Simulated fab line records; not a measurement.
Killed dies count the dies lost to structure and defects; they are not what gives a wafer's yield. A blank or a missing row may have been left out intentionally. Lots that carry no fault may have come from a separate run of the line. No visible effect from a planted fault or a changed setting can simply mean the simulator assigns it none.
Split-lot study	flow n5 finfet	21 wafers read across 7 lots, on a route 1938 steps long

## SPLIT DETAILS
At N5_FIN_CUT_COAT_19 (time 60 s, resist thk 20 nm), the setting spin rpm was moved away from the recipe's 1500 rpm on 9 of the 21 wafers read, by -10.5% to +10.1%. For the rest of the wafers, this setting stayed at what the recipe calls for.

## FROM THE SPLIT TO THE READING: what the file shows between them, 5 steps
- N5_FIN_CUT_COAT_29: time 60 s, resist thk 10 nm
- N5_FIN_CUT_COAT_02: resist thk 30 nm
- N5_FIN_CUT_DESCUM_13: chemistry O2, time 7 s
- N5_FIN_CUT_ETCH_30: etches underlayer in N2/H2, target depth 13 nm, time 10.4 s
- N5_FIN_CUT_ETCH_20: etches SiARC in CF4, target depth 26 nm, time 43.3 s

## THE READING
SiARC_of_FIN_CUT_COAT_19.thk nm (the simulator's own value, which no gauge read), in nm, at N5_FIN_CUT_ETCH_21 (etches SOC in N2/H2, target depth 219 nm, overetch 43.8 nm, time 523.5 s). No usual value for it is given in the file. Here, 12 wafers ran the recipe; their average is 12.0 nm with a standard deviation of 0.12 nm.

wafer	tool, chamber at the split	spin rpm as run, rpm	against the recipe	SiARC_of_FIN_CUT_COAT_19.thk nm, nm	against lot-mates on the recipe
L077.2	litho track-04, 0	1500	recipe	12	-
L077.4	litho track-04, 0	1619	+7.9%	11	-0.9
L077.6	litho track-04, 0	1500	recipe	11.8	-
L079.1	litho track-05, 0	1500	recipe	12	-
L079.3	litho track-05, 0	1500	recipe	12	-
L079.6	litho track-05, 0	1614	+7.6%	11.2	-0.8
L081.4	litho track-05, 0	1424	-5.1%	12.4	+0.2
L081.5	litho track-05, 0	1424	-5.1%	12.4	+0.2
L081.6	litho track-05, 0	1500	recipe	12.2	-
L083.2	litho track-02, 0	1500	recipe	11.8	-
L083.6	litho track-02, 0	1500	recipe	11.8	-
L083.3	litho track-02, 0	1500	recipe	12	-
L086.1	litho track-05, 0	1500	recipe	12	-
L086.4	litho track-05, 0	1343	-10.5%	13.2	+1.3
L086.6	litho track-05, 0	1500	recipe	11.8	-
L088.1	litho track-05, 0	1500	recipe	12	-
L088.3	litho track-05, 0	1376	-8.3%	12.8	+0.8
L088.6	litho track-05, 0	1376	-8.3%	12.6	+0.6
L092.2	litho track-02, 0	1651	+10.1%	11.2	-0.8
L092.5	litho track-02, 0	1651	+10.1%	11.2	-0.8
L092.4	litho track-02, 0	1500	recipe	12	-

FIT RESULTS
A straight line over all 21 wafers: SiARC_of_FIN_CUT_COAT_19.thk nm changes by -0.094 nm for each +1% of spin rpm; r = -0.97; the points scatter about the line by 0.14 nm.
The same after taking each lot's own level away (the mean of its wafers on the recipe; 21 wafers): -0.0911 nm for each +1%; r = -0.96; scatter 0.15 nm.
That fit puts the effect of the largest move of spin rpm on the reading at 0.95 nm.
From 11.87 to 12.20 nm: that is the span of the lots' own levels, equal to 2.8 times the standard deviation above.
Consequently the slope shifts little with the lot-to-lot level, the two slopes agreeing.
Check: with one of the wafers moved furthest among these (-10.5%) left out of the fit, the line predicts +0.834 nm for it against its lot-mates. Against them it came out at +1.3 nm.

## OTHER SPLITS ON THESE WAFERS
These wafers also went through other splits before the reading. Each is held against what the fit with the lots' levels taken away leaves over:
other split on the same wafers	wafers away from the commonest value	r with SiARC_of_FIN_CUT_COAT_19.thk nm (lot level and that fit taken away)
N5_WELL_APT_EXPOSE_22 dose mj	7	+0.09
N5_WELL_APT_PEB_23 peb temp c	8	+0.10
N5_WELL_APT_DESCUM_30 time s	3	+0.04
N5_PMOS_HMC_CHANNEL_EPI_HM_DEP_34 time s	6	+0.39
N5_FIN_SAQP_ETCH_64 bias w	5	-0.15

## THE WHOLE CHAIN: every reading that the file lists as answering this split, in the file's order
step	what it does	reading	change (the file's fit)	r (the file's)
N5_FIN_CUT_COAT_19	time 60 s, resist thk 20 nm	SiARC_of_FIN_CUT_COAT_19.thk nm (the simulator's own value, which no gauge read)	-0.0993 nm for each +1% of the setting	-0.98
N5_FIN_CUT_ETCH_20	etches SiARC in CF4, target depth 26 nm, time 43.3 s	etch rf on time s	withheld for each +1% of the setting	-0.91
N5_FIN_CUT_ETCH_20	etches SiARC in CF4, target depth 26 nm, time 43.3 s	etch.depth nm (the simulator's own value, which no gauge read)	-0.102 nm for each +1% of the setting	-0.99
N5_FIN_CUT_ETCH_21	etches SOC in N2/H2, target depth 219 nm, overetch 43.8 nm, time 523.5 s	SiARC_of_FIN_CUT_COAT_19.thk nm (the simulator's own value, which no gauge read)	-0.0979 nm for each +1% of the setting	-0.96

## THE FILE'S OWN FIT
SiARC_of_FIN_CUT_COAT_19.thk nm changes by -0.0979 nm for each +1% of spin rpm, r = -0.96.
